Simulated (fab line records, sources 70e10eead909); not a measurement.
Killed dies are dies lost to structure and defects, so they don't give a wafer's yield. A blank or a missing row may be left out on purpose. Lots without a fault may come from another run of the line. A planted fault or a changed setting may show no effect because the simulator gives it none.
Chamber matching | flow nand_harc | NHARC_P_M2_DESCUM_14 on rie_diel-10: 4 sister chambers
The step chemistry O2, time 3 s. 14 wafers are shown with their chamber, then 7 later ones without.

WAFERS WITH THEIR CHAMBER
wafer  | chamber | showerhead_plenum_p_Torr (Torr) | rf_vpp_V (V) | oes_product_au (a.u.)
L900.1 | 0       | 1.93                            | 58.1         | 0.997
L900.2 | 2       | 1.88                            | 57.4         | 1.002
L900.3 | 3       | 1.92                            | 59.1         | 0.993
L902.3 | 0       | 1.93                            | 55.8         | 0.997
L902.5 | 2       | 1.88                            | 57.8         | 0.998
L902.6 | 3       | 1.92                            | 57.5         | 0.991
L905.2 | 0       | 1.93                            | 57.1         | 0.997
L905.3 | 2       | 1.88                            | 56.8         | 0.989
L905.4 | 1       | 1.96                            | 58.6         | 0.994
L913.1 | 0       | 1.93                            | 56.5         | 1.003
L913.2 | 3       | 1.91                            | 57.9         | 0.997
L913.4 | 2       | 1.88                            | 57.6         | 1.000
L920.3 | 0       | 1.93                            | 57.7         | 0.997
L920.4 | 2       | 1.88                            | 59.2         | 0.997

SIGNATURES (means of the wafers above)
reading                  | chamber 0 | chamber 1 | chamber 2 | chamber 3 | scatter within a chamber
showerhead_plenum_p_Torr | 1.9300    | 1.9600    | 1.8800    | 1.9167    | 0.00258
rf_vpp_V                 | 57.040    | 58.600    | 57.760    | 58.167    | 0.891
oes_product_au           | 0.99820   | 0.99400   | 0.99720   | 0.99367   | 0.00382
Rule: a wafer's distance from a chamber is the root of the sum, over the readings, of the square of ((its reading less the chamber's mean) divided by the reading's scatter). The wafer belongs to the nearest chamber; if the next one is less than 2 further off, it can't be placed. The scatter: the root of (the sum of the squares of (reading less its chamber's mean) over the shown wafers, divided by (wafers less chambers)).

WAFERS WITHOUT THEIR CHAMBER
wafer  | showerhead_plenum_p_Torr (Torr) | rf_vpp_V (V) | oes_product_au (a.u.)
L920.6 | 1.91                            | 57.1         | 0.996
L921.1 | 1.91                            | 57.9         | 0.989
L921.4 | 1.96                            | 56.5         | 0.995
L921.6 | 1.96                            | 58.4         | 1.000
L923.1 | 1.91                            | 56.8         | 0.993
L923.3 | 1.96                            | 59.1         | 0.995
L923.4 | 1.93                            | 58.4         | 0.991

WHICH CHAMBER EACH WENT THROUGH
wafer  | from the rows above | in truth
L920.6 | 3                   | 3
L921.1 | 3                   | 3
L921.4 | 1                   | 1
L921.6 | 1                   | 1
L923.1 | 3                   | 3
L923.3 | 1                   | 1
L923.4 | 0                   | 0
Placed correctly: 7 of 7. Can't be placed from these rows: 0. Placed wrongly: 0.
